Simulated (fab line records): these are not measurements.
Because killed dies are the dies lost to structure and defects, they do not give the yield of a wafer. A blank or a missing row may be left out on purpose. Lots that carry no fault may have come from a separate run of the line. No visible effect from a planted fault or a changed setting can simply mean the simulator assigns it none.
Matching of chambers	flow n5Finfet	N5_SDB_ETCH_17 on rieDiel-03 has 4 sister chambers
The step etches SiARC in CF4, target depth 23.4 nm, time 39 s. 4 wafers are shown with their chamber, then 10 later ones without.

== WAFERS, EACH WITH ITS CHAMBER ==
wafer	chamber	drypumpMotorCurrentA (A)
L085.4	3	5.3
L089.2	1	5.3
L093.1	2	5.3
L093.4	0	5.8

== WAFERS WITHOUT THEIR CHAMBER ==
wafer	drypumpMotorCurrentA (A)
L093.5	5.3
L095.2	5.3
L095.3	5.3
L095.6	5.8
L096.3	5.3
L096.4	5.9
L096.5	5.3
L097.2	5.2
L097.3	5.3
L097.5	5.2

== WHICH CHAMBER EACH ONE RAN IN ==
wafer	from the rows above	in truth
L093.5	can't be placed: 1 or 2 or 3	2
L095.2	can't be placed: 1 or 2 or 3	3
L095.3	can't be placed: 1 or 2 or 3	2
L095.6	0	0
L096.3	can't be placed: 1 or 2 or 3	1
L096.4	0	0
L096.5	can't be placed: 1 or 2 or 3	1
L097.2	can't be placed: 1 or 2 or 3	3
L097.3	can't be placed: 1 or 2 or 3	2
L097.5	can't be placed: 1 or 2 or 3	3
Placed correctly: 2 of 10. Cannot be placed on the basis of these rows: 8; the candidates contain the true chamber in 8. 0 placed wrongly.
How it was worked out, from the rows above alone: a wafer's distance from a chamber is the root of the sum, over the readings, of the square of ((its reading less the chamber's mean) divided by the reading's scatter). If the next closest chamber is less than 2 further off than the closest, the wafer can't be placed; otherwise it belongs to the closest. The mean given for a chamber averages the wafers shown for that chamber. The scatter: with one shown wafer a chamber, the root of the mean of the squares of how far each hidden wafer lies from its nearest shown one.
